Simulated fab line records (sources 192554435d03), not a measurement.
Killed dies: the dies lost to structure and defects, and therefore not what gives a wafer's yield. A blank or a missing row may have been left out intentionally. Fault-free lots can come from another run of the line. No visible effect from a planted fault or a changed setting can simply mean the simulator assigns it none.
Chamber matching ; flow n5-finfet ; N5_FIN_SAQP_ETCH_64 on rie-si-03 has 4 sister chambers
The step etches SiO2 in CF4, target depth 1.5 nm. 8 wafers are shown with their chamber, then 7 later ones without.

== WAFERS, EACH WITH ITS CHAMBER ==
wafer;chamber;drypump-motor-current-A (A);throttle-valve-pct (%)
L081.5;2;6.4;21.88
L084.3;1;5.8;22.00
L084.4;2;6.4;21.87
L086.1;3;6.6;21.37
L086.2;0;5.7;21.84
L086.5;3;6.6;21.35
L092.2;0;5.6;21.85
L092.5;1;5.8;22.01

== WAFERS WHOSE CHAMBER IS MISSING ==
wafer;drypump-motor-current-A (A);throttle-valve-pct (%)
L092.6;6.4;21.86
L093.3;6.6;21.37
L093.4;6.4;21.86
L093.5;5.6;21.87
L094.4;5.8;22.01
L094.5;6.6;21.34
L094.6;6.4;21.88

== WHICH CHAMBER EACH ONE RAN IN ==
wafer;from the rows above;in truth
L092.6;2;2
L093.3;3;3
L093.4;2;2
L093.5;0;0
L094.4;1;1
L094.5;3;3
L094.6;2;2
Placed correctly: 7 of 7. From these rows, 0 cannot be placed. Number placed wrongly: 0.
How it was worked out, from the rows above alone: a wafer's distance from a chamber is the root of the sum, over the readings, of the square of ((its reading less the chamber's mean) divided by the reading's scatter). If the next closest chamber is less than 2 further off than the closest, the wafer can't be placed; otherwise it belongs to the closest. A chamber's mean is the mean of its shown wafers. The scatter: the root of (the sum of the squares of (reading less its chamber's mean) over the shown wafers, divided by (wafers less chambers)).
